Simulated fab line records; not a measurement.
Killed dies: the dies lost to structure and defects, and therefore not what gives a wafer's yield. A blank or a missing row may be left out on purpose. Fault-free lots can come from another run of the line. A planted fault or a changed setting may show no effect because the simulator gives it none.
Code-filled problem report in 8D (eight disciplines) form ; flow nand_harc ; the parts of the form that need people (team, actions taken, sign-off) are left out

## 1. WHAT IS WRONG
NHARC_END_SORT_01, killed_dies: mean 470 over 1 wafer from 1 lot; wafers with no fault: 58, standard deviation 16. That is +26 standard deviations from the usual mean.
First observed at day 27 22:20: wafer L580.2, on prober-01. At this step, 8 wafers from 3 lots have a number in the record. By rule, "out" or "out of limits" means more than 4 standard deviations away from the usual mean. All remaining wafers that have a number are taken as sound.

## 2. WHAT IT IS AND WHAT IT IS NOT
question;is;is not
which readings at this step;killed_dies, killed_at_array;killed_at_other, killed_at_periphery, killed_open, killed_short
which lots;L580;L581, L592
which wafers of those lots;L580.2;L580.6
read on which gauges;prober-01;prober-02
when;from day 27 22:20;"up to then (1 sound wafer); but 6 sound wafers of L580, L581, L592 came after"

## 3. WHAT RULES OUT EACH SUSPECT
Counting: a tool at a process step up to the reading stays a suspect if it ran every lot that is out. Sound lots after the first of them don't rule it out here, since some wafers of a struck lot are sound.
- the gauge at NHARC_END_SORT_01: ruled out. All the wafers that are out were read on prober-01, but those of them that NHARC_A_CHANNEL_HOLE_D2_ETCH_16 has rows for are out there too, on other tools.
- acl_dep-03 at NHARC_A_CHANNEL_HOLE_D2_DEP_00 (deposits aC, target thk 3100 nm): kept. L580, the lot that is out, went through it at day 16 10:47; up to then, the latest sound lot through it was L581 at day 16 08:34.
- rie_diel-03 at NHARC_A_CHANNEL_HOLE_D2_DESCUM_15 (chemistry O2, time 3 s): kept. It ran the lot that is out, L580 (day 16 13:26).
- rie_diel-03 at NHARC_A_CHANNEL_HOLE_D2_ETCH_39 (etches the open film in N2/H2, target depth 260 nm, time 325 s): kept. It ran the lot that is out, L580 (day 16 14:07). NHARC_A_CHANNEL_HOLE_D2_ETCH_39 gives no start for some lots, so the hours and the order of its lots are those of NHARC_A_CHANNEL_HOLE_D2_ETCH_16.
- rie_diel-03 at NHARC_A_CHANNEL_HOLE_D2_ETCH_16 (etches the open film in O2/COS, target depth 3100 nm, time 806 s): kept. It ran the lot that is out, L580 (day 16 14:07). On those wafers its own readings are out: run_length_s.
- At NHARC_A_CHANNEL_HOLE_D2_DESCUM_15 on rie_diel-03, chamber 2 took the sound wafers of the same lots and chamber 0 took the wafers that are out.
- At NHARC_A_CHANNEL_HOLE_D2_ETCH_39 on rie_diel-03, chamber 3 took the sound wafers of the same lots and chamber 1 took the wafers that are out.
- At NHARC_A_CHANNEL_HOLE_D2_ETCH_16 on rie_diel-03, chamber 2 took the sound wafers of the same lots and chamber 0 took the wafers that are out.
Left after counting: acl_dep-03 at NHARC_A_CHANNEL_HOLE_D2_DEP_00, rie_diel-03 at NHARC_A_CHANNEL_HOLE_D2_DESCUM_15, rie_diel-03 at NHARC_A_CHANNEL_HOLE_D2_ETCH_39, rie_diel-03 at NHARC_A_CHANNEL_HOLE_D2_ETCH_16.

## 4. THE CAUSE (what the simulator had put in)
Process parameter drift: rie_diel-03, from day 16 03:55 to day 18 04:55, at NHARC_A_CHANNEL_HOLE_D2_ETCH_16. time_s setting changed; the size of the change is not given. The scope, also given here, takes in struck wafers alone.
Of the 4 suspects that counting leaves, this tool is one.

## 5. SEQUENCE OF EFFECTS, ordered by route
One row per reading whose mean, taken over the struck wafers that have a number, lies over 3 standard deviations from the usual. Scope: only readings with a usual standard deviation given in the record; hours: median across lots of the time from each lot's start at the first step in this table that gives one to its start at this step; sigmas: change in usual standard deviations.
hours;step;reading;usual;on struck wafers;change;sigmas
0;NHARC_A_CHANNEL_HOLE_D2_ETCH_16;run_length_s;827.3 s;633.8;-193.5;-99 or more
272;NHARC_END_SORT_01;killed_at_array;54;465;+411;+24
272;NHARC_END_SORT_01;killed_dies;58;470;+412;+26
The process steps in it:
- NHARC_A_CHANNEL_HOLE_D2_ETCH_16: etches the open film in O2/COS, target depth 3100 nm, time 806 s.

## 6. HOW IT WOULD HAVE BEEN CAUGHT EARLIER
Counted from the fault's start at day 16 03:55, it took 282 hours until the first out-of-limits reading at a measuring or inspecting step in this record, taken at day 27 22:20.
At NHARC_A_CHANNEL_HOLE_D2_ETCH_16, the tool's own readings (run_length_s) were out on each struck wafer the step has a row for, so an alarm limit on them would have fired on the first such wafer.
Lots out: 1; all had begun NHARC_A_CHANNEL_HOLE_D2_ETCH_16 on rie_diel-03 by day 27 22:20. A hold on the tool at that time would have spared none of them.
